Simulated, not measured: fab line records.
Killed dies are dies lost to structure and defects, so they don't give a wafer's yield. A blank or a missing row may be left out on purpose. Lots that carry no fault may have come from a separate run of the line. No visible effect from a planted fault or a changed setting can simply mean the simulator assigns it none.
Chamber matching    flow n5 finfet    cvd co-02 running N5_BEOL_M4_CO_CAP_55: 3 sister chambers
The step material Co, precursor CCTBA/H2, target thk 2 nm, time 102.1 s. 3 wafers are shown with their chamber, then 12 later ones without.

## WAFERS, EACH WITH ITS CHAMBER
wafer   chamber  heater power w (W)
L087.3  1        285
L088.3  0        257
L088.5  2        234

## WAFERS WHOSE CHAMBER IS MISSING
wafer   heater power w (W)
L097.2  257
L097.4  289
L097.6  254
L093.1  256
L093.2  231
L093.4  230
L096.2  253
L096.3  228
L096.5  281
L095.3  235
L095.4  233
L095.5  277

## CHAMBER TAKEN BY EACH
wafer   from the rows above  in truth
L097.2  0                    0
L097.4  1                    1
L097.6  0                    0
L093.1  0                    0
L093.2  2                    2
L093.4  2                    2
L096.2  0                    0
L096.3  2                    2
L096.5  1                    1
L095.3  2                    2
L095.4  2                    2
L095.5  1                    1
Correct placement for 12 of the 12. Left unplaced by these rows: 0. Number placed wrongly: 0.
How it was worked out, from the rows above alone: a wafer's distance from a chamber is the root of the sum, over the readings, of the square of ((its reading less the chamber's mean) divided by the reading's scatter). If the next closest chamber is less than 2 further off than the closest, the wafer can't be placed; otherwise it belongs to the closest. For every chamber, the mean is computed from those of its wafers that are shown. The scatter: with one shown wafer a chamber, the root of the mean of the squares of how far each hidden wafer lies from its nearest shown one.
